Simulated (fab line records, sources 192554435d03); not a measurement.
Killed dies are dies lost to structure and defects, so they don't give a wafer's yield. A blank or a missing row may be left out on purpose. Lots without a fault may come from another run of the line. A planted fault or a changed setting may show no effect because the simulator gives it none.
fab line records | flow n5_finfet
record lots=5 wafers=15 last_day=16
route steps=1938 shown BEOL_M1@811 BEOL_M2@841
lots that met no fault: from a run of the same line without faults
start_h: hours from the record's first day to the start of the lot's first wafer shown | wait_h: hours since the lot's step before | " the same as in the row above | L1.1+2: a row that stands for several wafers | - no value, or no start given | * or withheld: withheld | < > ~ a bound
route shown NAME@n: a module of which the file shows steps, and the number in the route of the first | usual: mean/standard deviation of fault-free wafers | same: alike in all rows | chamber/n: place in a boat | sites: the reading at each site | _std_site: their standard deviation | _edge_site: outer sites' mean less inner sites' | radius_mm: how far each site lies from the wafer's centre | mask NAME#n: copy n | behind: the tool/chamber that last shaped the wafer | hold: why the lot was held/for how many hours/how that ended | device: the transistor (n, p or np) that didn't switch | end of line: the same wafers' tests at the end of the route | a step without rows: its recipe alone | killed: dies lost to structure and defects at the first sort, not the wafer's yield | map: a wafer's dies, x killed, . not, _ none there
set.NAME: the setting as run; set.NAME@STEP: as run at that earlier step | model.NAME: the simulator's own value behind a step, which no gauge read
lots at some steps of the route; a table a step, a row a wafer
services: from which hour (start_h, from the record's first day; less than 0 if before it) a tool's chamber was out of use, for how many hours, and why
## steps
# step N5_BEOL_M1_ALD_84
# recipe material=TaN target_thk_a=* temp_c=275 ald_precursor_family=PDMAT ald_co_reactant=NH3 pressure_torr=3 carrier_flow_sccm=1500 pulse_time_s=2 purge_time_s=3 co_reactant_purge_time_s=2 co_reactant_pulse_time_s=3 ald_cycles=30 precursor_vessel_temp_c=75 precursor_vessel_pressure_torr=26.25 precursor_vessel_carrier_sccm=1000
# usual chamber_pressure_Torr=3.001/0.0069 heater_power_w=417/20 mfc_carrier_sccm=1500/4.4
# same co_reactant_pulse_time_s=3
# columns lot.wafer tool chamber start_h wait_h chamber_pressure_Torr heater_power_w mfc_carrier_sccm
L077.1 ald_metal-01 2 146.29 0.0 3.002 438 1509
L077.3 " 0 " " 2.997 392 1497
L077.5 " 3 " " 2.998 411 1496
L078.2 ald_metal-04 0 149.68 0.1 2.999 403 1497
L078.5 " 1 " " 3.006 398 1497
L078.6 " 0 " " 2.998 399 1504
L080.2 ald_metal-02 3 163.69 0.1 2.997 399 1492
L080.4 " 1 " " 3.005 436 1496
L080.5 " 2 " " 3.005 448 1502
L089.3 ald_metal-01 2 217.27 0.0 2.992 434 1495
L089.4 " 1 " " 2.996 416 1501
L089.5 " 2 " " 2.993 449 1498
L090.2 ald_metal-02 1 220.69 0.2 3.010 436 1502
L090.3 " 2 " " 2.997 424 1503
L090.4 " 0 " " 3.001 430 1496
# step N5_BEOL_M1_SURFACE_TREAT_85
# recipe gas=Ar time_s=* ion_energy_ev=* ion_current_ma_cm2=0.5 pressure_mtorr=* ar_flow_sccm=30
# usual throttle_valve_pct=*
# columns lot.wafer tool chamber start_h wait_h throttle_valve_pct
L077.1 pvd_sputter-01 - 146.59 0.2 *
L077.3 " - " " *
L077.5 " - " " *
L078.2 pvd_sputter-01 - 150.03 0.2 *
L078.5 " - " " *
L078.6 " - " " *
L080.2 pvd_sputter-01 - 163.95 0.2 *
L080.4 " - " " *
L080.5 " - " " *
L089.3 pvd_sputter-03 - 217.62 0.2 *
L089.4 " - " " *
L089.5 " - " " *
L090.2 pvd_sputter-03 - 220.96 0.2 *
L090.3 " - " " *
L090.4 " - " " *
# step N5_BEOL_M1_CVD_47
# recipe material=Co target_thk_a=30 temp_c=withheld precursor=CCTBA/H2 pressure_torr=30 time_s=223.8
# usual chamber_pressure_Torr=30.00/0.063
# columns lot.wafer tool chamber start_h wait_h chamber_pressure_Torr
L077.1 cvd_co-02 0 146.65 0.0 29.94
L077.3 " 1 " " 29.95
L077.5 " 0 " " 29.91
L078.2 cvd_co-01 1 150.12 0.1 29.98
L078.5 " 2 " " 30.01
L078.6 " 1 " " 29.98
L080.2 cvd_co-01 1 164.15 0.2 29.99
L080.4 " 0 " " 30.03
L080.5 " 2 " " 29.99
L089.3 cvd_co-01 1 217.75 0.1 29.94
L089.4 " 2 " " 29.96
L089.5 " 1 " " 30.00
L090.2 cvd_co-01 0 221.25 0.3 29.96
L090.3 " 1 " " 30.09
L090.4 " 0 " " 29.93
# step N5_BEOL_M1_SPUTTER_48
# recipe material=Cu target_thk_a=45 temp_c=-20 chamber_pressure_pa=0.07 power_w=withheld time_s=8.29
# usual throttle_valve_pct=30.0/0.93
# columns lot.wafer tool chamber start_h wait_h throttle_valve_pct
L077.1 pvd_sputter-02 - 146.88 0.2 32.0
L077.3 " - " " 29.4
L077.5 " - " " 29.4
L078.2 pvd_sputter-02 - 150.28 0.1 29.6
L078.5 " - " " 29.7
L078.6 " - " " 29.9
L080.2 pvd_sputter-03 - 165.80 1.6 30.5
L080.4 " - " " 29.9
L080.5 " - " " 30.6
L089.3 pvd_sputter-01 - 218.03 0.2 28.6
L089.4 " - " " 29.9
L089.5 " - " " 28.5
L090.2 pvd_sputter-03 - 222.96 1.6 29.7
L090.3 " - " " 31.6
L090.4 " - " " 30.5
# step N5_BEOL_M1_ANNEAL_49
# recipe temp_c=400 time_s=240 ambient=vacuum
# usual heater_power_w=821/82
# columns lot.wafer tool chamber start_h wait_h heater_power_w
L077.1 pvd_sputter-02 - 146.96 0.0 739
L077.3 " - " " 713
L077.5 " - " " 734
L078.2 pvd_sputter-02 - 150.36 0.0 717
L078.5 " - " " 869
L078.6 " - " " 726
L080.2 pvd_sputter-03 - 165.88 0.0 993
L080.4 " - " " 788
L080.5 " - " " 935
L089.3 pvd_sputter-01 - 218.11 0.0 920
L089.4 " - " " 868
L089.5 " - " " 940
L090.2 pvd_sputter-03 - 223.04 0.0 789
L090.3 " - " " 843
L090.4 " - " " 917
# step N5_BEOL_M1_SPUTTER_79
# recipe material=Cu target_thk_a=45 temp_c=-20 chamber_pressure_pa=0.07 power_w=withheld time_s=8.29
# usual throttle_valve_pct=30.0/0.93
# columns lot.wafer tool chamber start_h wait_h throttle_valve_pct
L077.1 pvd_sputter-02 - 147.10 0.1 31.7
L077.3 " - " " 29.6
L077.5 " - " " 29.6
L078.2 pvd_sputter-02 - 150.50 0.1 29.7
L078.5 " - " " 30.1
L078.6 " - " " 30.3
L080.2 pvd_sputter-03 - 166.02 0.1 30.2
L080.4 " - " " 29.6
L080.5 " - " " 30.1
L089.3 pvd_sputter-01 - 218.25 0.1 28.5
L089.4 " - " " 30.3
L089.5 " - " " 28.7
L090.2 pvd_sputter-03 - 223.18 0.1 29.7
L090.3 " - " " 31.8
L090.4 " - " " 30.3
# step N5_BEOL_M1_ANNEAL_80
# recipe temp_c=400 time_s=240 ambient=vacuum
# usual heater_power_w=819/81
# columns lot.wafer tool chamber start_h wait_h heater_power_w
L077.1 pvd_sputter-02 - 147.18 0.0 721
L077.3 " - " " 736
L077.5 " - " " 753
L078.2 pvd_sputter-02 - 150.58 0.0 709
L078.5 " - " " 860
L078.6 " - " " 717
L080.2 pvd_sputter-03 - 166.10 0.0 925
L080.4 " - " " 800
L080.5 " - " " 899
L089.3 pvd_sputter-01 - 218.33 0.0 889
L089.4 " - " " 870
L089.5 " - " " 930
L090.2 pvd_sputter-03 - 223.26 0.0 799
L090.3 " - " " 801
L090.4 " - " " 906
# step N5_BEOL_M1_SPUTTER_81
# recipe material=Cu target_thk_a=45 temp_c=-20 chamber_pressure_pa=0.07 power_w=withheld time_s=8.29
# usual throttle_valve_pct=30.0/0.95
# columns lot.wafer tool chamber start_h wait_h throttle_valve_pct
L077.1 pvd_sputter-02 - 147.32 0.1 32.2
L077.3 " - " " 29.4
L077.5 " - " " 29.6
L078.2 pvd_sputter-02 - 150.72 0.1 29.6
L078.5 " - " " 29.9
L078.6 " - " " 29.9
L080.2 pvd_sputter-03 - 166.24 0.1 30.4
L080.4 " - " " 29.7
L080.5 " - " " 30.4
L089.3 pvd_sputter-01 - 218.47 0.1 28.5
L089.4 " - " " 29.9
L089.5 " - " " 28.6
L090.2 pvd_sputter-03 - 223.40 0.1 29.8
L090.3 " - " " 32.0
L090.4 " - " " 30.4
# step N5_BEOL_M1_ANNEAL_82
# recipe temp_c=400 time_s=240 ambient=vacuum
# usual heater_power_w=821/83
# columns lot.wafer tool chamber start_h wait_h heater_power_w
L077.1 pvd_sputter-02 - 147.40 0.0 722
L077.3 " - " " 713
L077.5 " - " " 695
L078.2 pvd_sputter-02 - 150.80 0.0 725
L078.5 " - " " 884
L078.6 " - " " 708
L080.2 pvd_sputter-03 - 166.32 0.0 923
L080.4 " - " " 796
L080.5 " - " " 939
L089.3 pvd_sputter-01 - 218.55 0.0 945
L089.4 " - " " 893
L089.5 " - " " 948
L090.2 pvd_sputter-03 - 223.48 0.0 788
L090.3 " - " " 837
L090.4 " - " " 914
# step N5_BEOL_M1_SPUTTER_86
# recipe material=Cu target_thk_a=45 temp_c=-20 chamber_pressure_pa=0.07 power_w=withheld time_s=8.29
# usual throttle_valve_pct=30.1/0.95
# columns lot.wafer tool chamber start_h wait_h throttle_valve_pct
L077.1 pvd_sputter-02 - 147.54 0.1 32.0
L077.3 " - " " 29.6
L077.5 " - " " 29.4
L078.2 pvd_sputter-02 - 150.94 0.1 29.7
L078.5 " - " " 30.1
L078.6 " - " " 29.8
L080.2 pvd_sputter-03 - 166.46 0.1 30.5
L080.4 " - " " 29.7
L080.5 " - " " 30.2
L089.3 pvd_sputter-01 - 218.69 0.1 28.6
L089.4 " - " " 29.8
L089.5 " - " " 28.5
L090.2 pvd_sputter-03 - 223.62 0.1 30.1
L090.3 " - " " 31.9
L090.4 " - " " 30.2
# step N5_BEOL_M1_ANNEAL_87
# recipe temp_c=400 time_s=240 ambient=vacuum
# usual heater_power_w=820/80
# columns lot.wafer tool chamber start_h wait_h heater_power_w
L077.1 pvd_sputter-02 - 147.62 0.0 747
L077.3 " - " " 712
L077.5 " - " " 723
L078.2 pvd_sputter-02 - 151.02 0.0 707
L078.5 " - " " 882
L078.6 " - " " 728
L080.2 pvd_sputter-03 - 166.54 0.0 915
L080.4 " - " " 805
L080.5 " - " " 955
L089.3 pvd_sputter-01 - 218.77 0.0 954
L089.4 " - " " 869
L089.5 " - " " 931
L090.2 pvd_sputter-03 - 223.70 0.0 789
L090.3 " - " " 814
L090.4 " - " " 931
# step N5_BEOL_M1_SPUTTER_88
# recipe material=Cu target_thk_a=45 temp_c=-20 chamber_pressure_pa=0.07 power_w=withheld time_s=8.29
# usual throttle_valve_pct=30.0/0.96
# columns lot.wafer tool chamber start_h wait_h throttle_valve_pct
L077.1 pvd_sputter-02 - 147.76 0.1 32.2
L077.3 " - " " 29.4
L077.5 " - " " 29.5
L078.2 pvd_sputter-02 - 151.16 0.1 29.5
L078.5 " - " " 29.7
L078.6 " - " " 29.9
L080.2 pvd_sputter-03 - 166.68 0.1 30.6
L080.4 " - " " 29.6
L080.5 " - " " 30.6
L089.3 pvd_sputter-01 - 218.91 0.1 28.3
L089.4 " - " " 29.9
L089.5 " - " " 28.5
L090.2 pvd_sputter-03 - 223.84 0.1 29.8
L090.3 " - " " 31.5
L090.4 " - " " 30.5
# step N5_BEOL_M1_ANNEAL_89
# recipe temp_c=400 time_s=240 ambient=vacuum
# usual heater_power_w=820/81
# columns lot.wafer tool chamber start_h wait_h heater_power_w
L077.1 pvd_sputter-02 - 147.84 0.0 736
L077.3 " - " " 717
L077.5 " - " " 730
L078.2 pvd_sputter-02 - 151.24 0.0 715
L078.5 " - " " 872
L078.6 " - " " 734
L080.2 pvd_sputter-03 - 166.76 0.0 921
L080.4 " - " " 800
L080.5 " - " " 920
L089.3 pvd_sputter-01 - 218.99 0.0 927
L089.4 " - " " 874
L089.5 " - " " 939
L090.2 pvd_sputter-03 - 223.92 0.0 804
L090.3 " - " " 808
L090.4 " - " " 921
# step N5_BEOL_M1_SPUTTER_90
# recipe material=Cu target_thk_a=45 temp_c=-20 chamber_pressure_pa=0.07 power_w=withheld time_s=8.29
# usual throttle_valve_pct=30.1/0.95
# columns lot.wafer tool chamber start_h wait_h throttle_valve_pct
L077.1 pvd_sputter-02 - 147.98 0.1 32.1
L077.3 " - " " 29.6
L077.5 " - " " 29.7
L078.2 pvd_sputter-02 - 151.38 0.1 29.7
L078.5 " - " " 29.6
L078.6 " - " " 30.0
L080.2 pvd_sputter-03 - 166.90 0.1 30.4
L080.4 " - " " 29.6
L080.5 " - " " 30.6
L089.3 pvd_sputter-01 - 219.13 0.1 28.7
L089.4 " - " " 29.8
L089.5 " - " " 28.5
L090.2 pvd_sputter-03 - 224.06 0.1 30.2
L090.3 " - " " 31.8
L090.4 " - " " 30.6
# step N5_BEOL_M1_ANNEAL_91
# recipe temp_c=400 time_s=240 ambient=vacuum
# usual heater_power_w=820/80
# columns lot.wafer tool chamber start_h wait_h heater_power_w
L077.1 pvd_sputter-02 - 148.06 0.0 739
L077.3 " - " " 725
L077.5 " - " " 726
L078.2 pvd_sputter-02 - 151.46 0.0 721
L078.5 " - " " 858
L078.6 " - " " 698
L080.2 pvd_sputter-03 - 166.98 0.0 921
L080.4 " - " " 768
L080.5 " - " " 946
L089.3 pvd_sputter-01 - 219.21 0.0 936
L089.4 " - " " 879
L089.5 " - " " 925
L090.2 pvd_sputter-03 - 224.14 0.0 792
L090.3 " - " " 819
L090.4 " - " " 913
# step N5_BEOL_M1_SPUTTER_92
# recipe material=Cu target_thk_a=45 temp_c=-20 chamber_pressure_pa=0.07 power_w=withheld time_s=8.29
# usual throttle_valve_pct=30.0/0.95
# columns lot.wafer tool chamber start_h wait_h throttle_valve_pct
L077.1 pvd_sputter-02 - 148.20 0.1 32.1
L077.3 " - " " 29.4
L077.5 " - " " 29.5
L078.2 pvd_sputter-02 - 151.60 0.1 29.4
L078.5 " - " " 29.5
L078.6 " - " " 29.9
L080.2 pvd_sputter-03 - 167.12 0.1 30.4
L080.4 " - " " 29.7
L080.5 " - " " 30.5
L089.3 pvd_sputter-01 - 219.35 0.1 28.3
L089.4 " - " " 30.2
L089.5 " - " " 28.5
L090.2 pvd_sputter-03 - 224.28 0.1 29.8
L090.3 " - " " 31.8
L090.4 " - " " 30.5
# step N5_BEOL_M1_ANNEAL_93
# recipe temp_c=400 time_s=240 ambient=vacuum
# usual heater_power_w=821/82
# columns lot.wafer tool chamber start_h wait_h heater_power_w
L077.1 pvd_sputter-02 - 148.28 0.0 748
L077.3 " - " " 732
L077.5 " - " " 722
L078.2 pvd_sputter-02 - 151.68 0.0 723
L078.5 " - " " 877
L078.6 " - " " 732
L080.2 pvd_sputter-03 - 167.20 0.0 958
L080.4 " - " " 805
L080.5 " - " " 935
L089.3 pvd_sputter-01 - 219.43 0.0 916
L089.4 " - " " 872
L089.5 " - " " 963
L090.2 pvd_sputter-03 - 224.36 0.0 771
L090.3 " - " " 810
L090.4 " - " " 909
# step N5_BEOL_M1_SPUTTER_94
# recipe material=Cu target_thk_a=45 temp_c=-20 chamber_pressure_pa=0.07 power_w=withheld time_s=8.29
# usual throttle_valve_pct=30.0/0.95
# columns lot.wafer tool chamber start_h wait_h throttle_valve_pct
L077.1 pvd_sputter-02 - 148.42 0.1 32.1
L077.3 " - " " 29.5
L077.5 " - " " 29.6
L078.2 pvd_sputter-02 - 151.82 0.1 29.8
L078.5 " - " " 29.8
L078.6 " - " " 29.9
L080.2 pvd_sputter-03 - 167.34 0.1 30.5
L080.4 " - " " 29.7
L080.5 " - " " 30.2
L089.3 pvd_sputter-01 - 219.57 0.1 28.8
L089.4 " - " " 30.0
L089.5 " - " " 28.7
L090.2 pvd_sputter-03 - 224.50 0.1 29.6
L090.3 " - " " 31.9
L090.4 " - " " 30.4
# step N5_BEOL_M1_ANNEAL_95
# recipe temp_c=400 time_s=240 ambient=vacuum
# usual heater_power_w=822/81
# columns lot.wafer tool chamber start_h wait_h heater_power_w
L077.1 pvd_sputter-02 - 148.50 0.0 751
L077.3 " - " " 730
L077.5 " - " " 711
L078.2 pvd_sputter-02 - 151.90 0.0 705
L078.5 " - " " 868
L078.6 " - " " 724
L080.2 pvd_sputter-03 - 167.42 0.0 946
L080.4 " - " " 799
L080.5 " - " " 939
L089.3 pvd_sputter-01 - 219.65 0.0 945
L089.4 " - " " 843
L089.5 " - " " 926
L090.2 pvd_sputter-03 - 224.58 0.0 797
L090.3 " - " " 831
L090.4 " - " " 927
# step N5_BEOL_M1_SPUTTER_96
# recipe material=Cu target_thk_a=45 temp_c=-20 chamber_pressure_pa=0.07 power_w=withheld time_s=8.29
# usual throttle_valve_pct=30.0/0.95
# columns lot.wafer tool chamber start_h wait_h throttle_valve_pct
L077.1 pvd_sputter-02 - 148.64 0.1 32.2
L077.3 " - " " 29.7
L077.5 " - " " 29.7
L078.2 pvd_sputter-02 - 152.04 0.1 29.5
L078.5 " - " " 29.8
L078.6 " - " " 30.0
L080.2 pvd_sputter-03 - 167.56 0.1 30.4
L080.4 " - " " 29.8
L080.5 " - " " 30.6
L089.3 pvd_sputter-01 - 219.79 0.1 28.3
L089.4 " - " " 29.9
L089.5 " - " " 28.3
L090.2 pvd_sputter-03 - 224.72 0.1 30.0
L090.3 " - " " 31.8
L090.4 " - " " 30.6
# step N5_BEOL_M1_ECD_50
# recipe material=Cu target_thk_a=3000
# columns lot.wafer tool chamber start_h wait_h
L077.1+3+5 ecd_cu-02 1,0,1 148.76 0.1
L078.2+5+6 ecd_cu-01 0,1,0 152.15 0.1
L080.2+4+5 ecd_cu-02 1 167.68 0.1
L089.3+4+5 ecd_cu-01 1,0,1 219.99 0.2
L090.2+3+4 ecd_cu-01 1,0,1 225.20 0.4
# step N5_BEOL_M1_ANNEAL_51
# recipe temp_c=225 time_s=90 ambient=N2
# usual wafer_temp_C_max=226.0/0.37
# columns lot.wafer tool chamber start_h wait_h wafer_temp_C_max
L077.1 rtp_anneal-01 0 148.84 0.1 225.7
L077.3 " 0 " " 225.9
L077.5 " 0 " " 225.7
L078.2 rtp_anneal-01 0 152.28 0.1 225.9
L078.5 " 0 " " 225.4
L078.6 " 0 " " 225.7
L080.2 rtp_anneal-01 0 167.80 0.1 225.9
L080.4 " 0 " " 226.0
L080.5 " 0 " " 226.0
L089.3 rtp_anneal-02 0 225.59 5.6 226.5
L089.4 " 0 " " 226.4
L089.5 " 0 " " 226.5
L090.2 rtp_anneal-02 0 228.27 3.1 226.9
L090.3 " 0 " " 226.7
L090.4 " 0 " " 226.5
# step N5_BEOL_M1_CMP_52
# recipe stop_on=SiOC t_overpolish_s=6.8 down_force_psi=1 platen_rpm=50 clearing_platen_down_force_psi=1.5 clearing_platen_rpm=50 post_cmp_clean=cu_alkaline target_thk_nm=40 clearing_platen_pad_velocity_m_s=0.99484 pad_velocity_m_s=0.99484
# usual barrier_field_endpoint_s=24.8/0.8 motor_current_A=5.8/0.62 overpolish_run_s=6.800/0.0089 pad_life_wafers=1262/520 platen_rpm=50.00/0.036 time_to_endpoint_s=62/3.8
# same t_overpolish_s=6.8
# columns lot.wafer tool chamber start_h wait_h barrier_field_endpoint_s motor_current_A overpolish_run_s pad_life_wafers platen_rpm time_to_endpoint_s
L077.1 cmp-01 1 149.17 0.3 23.4 5.7 6.810 1561 49.97 54
L077.3 " 2 " " 23.8 5.9 6.788 1562 49.94 61
L077.5 " 0 " " 25.1 5.5 6.788 - 50.00 61
L078.2 cmp-02 3 152.53 0.2 25.7 6.4 6.794 306 50.06 67
L078.5 " 3 " " 25.9 6.4 6.807 - 50.00 68
L078.6 " 0 " " 24.8 6.4 6.816 - 50.14 55
L080.2 cmp-04 3 168.05 0.2 24.7 6.0 6.816 1104 49.99 62
L080.4 " 1 " " 25.2 5.1 6.789 1106 50.02 62
L080.5 " 0 " " 24.5 5.1 6.811 - 49.96 59
L089.3 cmp-02 0 225.79 0.2 24.5 6.4 6.807 906 49.97 58
L089.4 " 2 " " 24.9 6.5 6.802 908 50.01 60
L089.5 " 1 " " 24.6 7.0 6.804 - 49.98 59
L090.2 cmp-01 1 228.56 0.2 23.6 5.2 6.803 67 49.98 53
L090.3 " 2 " " 24.6 6.1 6.791 68 49.98 60
L090.4 " 3 " " 26.7 5.8 6.791 69 49.97 69
# step N5_BEOL_M1_THK_MEAS_53
# recipe thk_meas_gauge=xrf reads=Cu_of_BEOL_M1_ECD_50
# usual M1_THK=39.1/1.8
# columns lot.wafer tool chamber start_h wait_h M1_THK[nm]
L077.1 film_metro-02 - 149.43 - 36.2
L077.3 " - " " 40.3
L077.5 " - " " 38.8
L078.2 film_metro-01 - 152.82 - 40.4
L078.5 " - " " 41.5
L078.6 " - " " 39.3
L080.2 film_metro-01 - 168.35 - 36.1
L080.4 " - " " 41.3
L080.5 " - " " 39.0
L089.3 film_metro-01 - 226.09 - 38.1
L089.4 " - " " 38.7
L089.5 " - " " 38.8
L090.2 film_metro-02 - 228.82 - 34.8
L090.3 " - " " 38.0
L090.4 " - " " 41.3
# step N5_BEOL_M1_PRE_CLEAN_60
# recipe gas=NH3/H2 time_s=15 temp_c=* rf_power_w=300
# usual heater_power_w=76/25
# columns lot.wafer tool chamber start_h wait_h heater_power_w
L077.1 cvd_co-02 1 149.47 0.0 93
L077.3 " 2 " " 62
L077.5 " 2 " " 62
L078.2 cvd_co-02 2 152.86 0.0 63
L078.5 " 0 " " 75
L078.6 " 2 " " 64
L080.2 cvd_co-01 0 168.39 0.0 119
L080.4 " 2 " " 46
L080.5 " 1 " " 64
L089.3 cvd_co-01 0 226.12 0.0 124
L089.4 " 2 " " 47
L089.5 " 1 " " 66
L090.2 cvd_co-02 1 228.86 0.0 94
L090.3 " 2 " " 62
L090.4 " 2 " " 63
# step N5_BEOL_M1_CO_CAP_55
# recipe material=Co target_thk_a=20 temp_c=200 precursor=CCTBA/H2 pressure_torr=30 time_s=102.1
# usual chamber_pressure_Torr=30.00/0.067 heater_power_w=224/31
# columns lot.wafer tool chamber start_h wait_h chamber_pressure_Torr heater_power_w
L077.1 cvd_co-02 1 149.51 0.0 30.04 241
L077.3 " 2 " " 30.12 212
L077.5 " 2 " " 29.96 212
L078.2 cvd_co-02 2 152.90 0.0 29.99 207
L078.5 " 0 " " 30.08 224
L078.6 " 2 " " 29.94 213
L080.2 cvd_co-01 0 168.43 0.0 29.97 279
L080.4 " 2 " " 29.97 185
L080.5 " 1 " " 29.93 213
L089.3 cvd_co-01 0 226.16 0.0 30.10 271
L089.4 " 2 " " 30.01 189
L089.5 " 1 " " 29.93 206
L090.2 cvd_co-02 1 228.90 0.0 29.91 247
L090.3 " 2 " " 30.05 206
L090.4 " 2 " " 29.97 211
# step N5_BEOL_M1_PRE_CLEAN_56
# recipe gas=NH3 time_s=15 temp_c=withheld rf_power_w=300
# columns lot.wafer tool chamber start_h wait_h
L077.1+3+5 pecvd-01 2,1,1 149.60 0.1
L078.2+5+6 pecvd-02 0,2,1 152.99 0.1
L080.2+4+5 pecvd-02 1,2,0 168.52 0.1
L089.3+4+5 pecvd-04 2,1,0 226.26 0.1
L090.2+3+4 pecvd-01 1,0,0 228.99 0.1
# step N5_BEOL_M1_DEP_57
# recipe material=SiCN target_thk_a=80 temp_c=withheld precursor=3MS/NH3 pressure_torr=3 rf_w=202 time_s=14
# usual chamber_pressure_Torr=3.000/0.0058 showerhead_plenum_p_Torr=3.666/0.014 throttle_valve_pct=9.2/0.54
# columns lot.wafer tool chamber start_h wait_h chamber_pressure_Torr showerhead_plenum_p_Torr throttle_valve_pct
L077.1 pecvd-01 2 149.62 0.0 3.000 3.680 8.3
L077.3 " 1 " " 2.999 3.673 9.1
L077.5 " 1 " " 3.000 3.684 9.1
L078.2 pecvd-02 0 153.02 0.0 2.994 3.670 9.2
L078.5 " 2 " " 2.996 3.686 9.8
L078.6 " 1 " " 3.000 3.655 9.3
L080.2 pecvd-02 1 168.54 0.0 3.000 3.663 9.6
L080.4 " 2 " " 2.997 3.677 9.7
L080.5 " 0 " " 2.992 3.663 9.1
L089.3 pecvd-04 2 226.28 0.0 2.985 3.671 8.3
L089.4 " 1 " " 2.996 3.640 9.6
L089.5 " 0 " " 2.990 3.670 9.8
L090.2 pecvd-01 1 229.01 0.0 3.009 3.680 9.0
L090.3 " 0 " " 3.014 3.641 9.2
L090.4 " 0 " " 3.009 3.649 9.4
# step N5_BEOL_M1_RS_MEAS_58
# recipe thk_meas_gauge=four-point-probe reads=Co_of_BEOL_M1_CO_CAP_55+Cu_of_BEOL_M1_ECD_50+Co_of_BEOL_M1_CVD_47+TaN_of_BEOL_M1_ALD_84
# usual M1_RS=0.68/0.041
# columns lot.wafer tool chamber start_h wait_h M1_RS[ohm/sq]
L077.1 film_metro-02 - 149.69 0.0 0.75
L077.3 " - " " 0.65
L077.5 " - " " 0.68
L078.2 film_metro-02 - 153.08 0.1 0.67
L078.5 " - " " 0.65
L078.6 " - " " 0.69
L080.2 film_metro-01 - 168.61 0.1 0.76
L080.4 " - " " 0.64
L080.5 " - " " 0.69
L089.3 film_metro-02 - 226.35 0.1 0.71
L089.4 " - " " 0.70
L089.5 " - " " 0.69
L090.2 film_metro-02 - 229.08 0.1 0.79
L090.3 " - " " 0.70
L090.4 " - " " 0.63
# step N5_BEOL_M1_INSPECT_59
# recipe inspect_instrument=darkfield mode=post_dep
# usual raw_defect_count=69/25
# columns lot.wafer tool chamber start_h wait_h raw_defect_count
L077.1 defect_inspect-01 - 149.72 0.0 88
L077.3 " - " " 90
L077.5 " - " " 123
L078.2 defect_inspect-01 - 153.11 0.0 67
L078.5 " - " " 41
L078.6 " - " " 45
L080.2 defect_inspect-02 - 168.64 0.0 45
L080.4 " - " " 62
L080.5 " - " " 67
L089.3 defect_inspect-02 - 226.37 0.0 63
L089.4 " - " " 70
L089.5 " - " " 61
L090.2 defect_inspect-01 - 229.11 0.0 116
L090.3 " - " " 80
L090.4 " - " " 128
# step N5_BEOL_M2_ILD_DEP_00
# recipe material=SiOC target_thk_a=790 temp_c=350 precursor=DEMS/O2 pressure_torr=5 rf_w=500 time_s=15.3
# usual chamber_pressure_Torr=4.999/0.0097 heater_power_w=458/96 showerhead_plenum_p_Torr=5.692/0.016 throttle_valve_pct=12.1/0.63
# columns lot.wafer tool chamber start_h wait_h chamber_pressure_Torr heater_power_w showerhead_plenum_p_Torr throttle_valve_pct
L077.1 pecvd-02 2 149.75 0.0 4.992 412 5.704 12.7
L077.3 " 0 " " 4.994 404 5.695 11.9
L077.5 " 1 " " 4.992 424 5.696 12.8
L078.2 pecvd-03 2 153.15 0.0 4.997 487 5.677 11.4
L078.5 " 0 " " 5.006 532 5.672 12.2
L078.6 " 2 " " 5.005 510 5.682 11.1
L080.2 pecvd-01 2 168.67 0.0 4.991 570 5.698 11.3
L080.4 " 1 " " 4.997 369 5.722 12.3
L080.5 " 0 " " 4.989 416 5.667 12.4
L089.3 pecvd-02 1 226.43 0.1 5.002 467 5.700 12.7
L089.4 " 0 " " 5.005 376 5.680 12.1
L089.5 " 0 " " 4.997 371 5.675 12.0
L090.2 pecvd-03 1 229.14 0.0 5.001 380 5.679 13.6
L090.3 " 0 " " 5.001 566 5.677 12.5
L090.4 " 2 " " 4.996 455 5.669 11.5
# step N5_BEOL_M2_THK_MEAS_01
# recipe reads=SiOC_of_BEOL_M2_ILD_DEP_00
# usual M2_ILD_THK=79.4/1.2
# columns lot.wafer tool chamber start_h wait_h M2_ILD_THK[nm]
L077.1 film_metro-02 - 149.82 0.0 79.5
L077.3 " - " " 80.7
L077.5 " - " " 78.7
L078.2 film_metro-02 - 153.21 0.1 80.6
L078.5 " - " " 80.5
L078.6 " - " " 80.8
L080.2 film_metro-02 - 168.74 0.1 80.1
L080.4 " - " " 81.3
L080.5 " - " " 79.1
L089.3 film_metro-01 - 226.50 0.1 78.9
L089.4 " - " " 80.8
L089.5 " - " " 80.3
L090.2 film_metro-01 - 229.21 0.1 79.8
L090.3 " - " " 77.7
L090.4 " - " " 81.5
# step N5_BEOL_M2_PECVD_72
# recipe material=SiO2 target_thk_a=160 temp_c=400 precursor=TEOS/O2 pressure_torr=5.5 rf_w=450 teos_flow_sccm=53.8 gas=O2 flow_sccm=3000 time_s=18
# usual chamber_pressure_Torr=5.500/0.013 heater_power_w=678/110 showerhead_plenum_p_Torr=8.77/0.066 throttle_valve_pct=22.9/1.3
# columns lot.wafer tool chamber start_h wait_h chamber_pressure_Torr heater_power_w showerhead_plenum_p_Torr throttle_valve_pct
L077.1 pecvd-02 2 149.86 0.0 5.509 601 8.87 23.8
L077.3 " 1 " " 5.493 648 8.76 23.4
L077.5 " 1 " " 5.494 628 8.77 23.6
L078.2 pecvd-02 2 153.25 0.0 5.511 619 8.90 23.8
L078.5 " 2 " " 5.506 607 8.89 23.8
L078.6 " 0 " " 5.480 599 8.78 22.2
L080.2 pecvd-03 0 168.78 0.0 5.490 742 8.72 23.2
L080.4 " 2 " " 5.501 730 8.68 21.4
L080.5 " 0 " " 5.503 741 8.71 22.8
L089.3 pecvd-01 2 226.53 0.0 5.487 948 8.83 21.1
L089.4 " 2 " " 5.492 956 8.86 20.9
L089.5 " 0 " " 5.517 699 8.68 23.1
L090.2 pecvd-03 0 229.25 0.0 5.498 777 8.70 22.9
L090.3 " 2 " " 5.518 671 8.72 21.8
L090.4 " 0 " " 5.502 789 8.71 23.2
## services
# columns tool chamber start_h hours kind
cvd_co-01 - 123.44 0.9 repair
pecvd-02 2 125.40 18.7 repair
ald_metal-02 - 131.67 0.6 repair
cmp-02 - 134.88 1.3 repair
cmp-01 - 138.32 6.1 repair
pecvd-04 - 140.52 6.7 repair
cmp-04 - 143.20 1.9 repair
cvd_co-02 - 145.58 0.9 repair
cmp-04 - 154.83 6.4 pm
ald_metal-02 1 157.30 1.7 repair
ecd_cu-01 - 159.09 1.0 repair
ald_metal-04 - 161.92 4.3 repair
ald_metal-02 1 164.13 15.2 repair
pecvd-04 - 164.23 14.6 pm
pecvd-03 - 180.29 2.2 repair
pecvd-04 - 184.51 0.8 repair
cvd_co-01 1 190.56 7.6 repair
ald_metal-01 3 193.45 5.0 repair
cvd_co-02 0 196.33 2.2 repair
cvd_co-02 0 202.91 7.9 repair
cvd_co-01 0 203.59 15.8 repair
cmp-01 - 213.90 4.0 pm
pecvd-01 - 218.10 1.0 repair
rtp_anneal-02 - 218.50 6.7 pm
## key
fault none
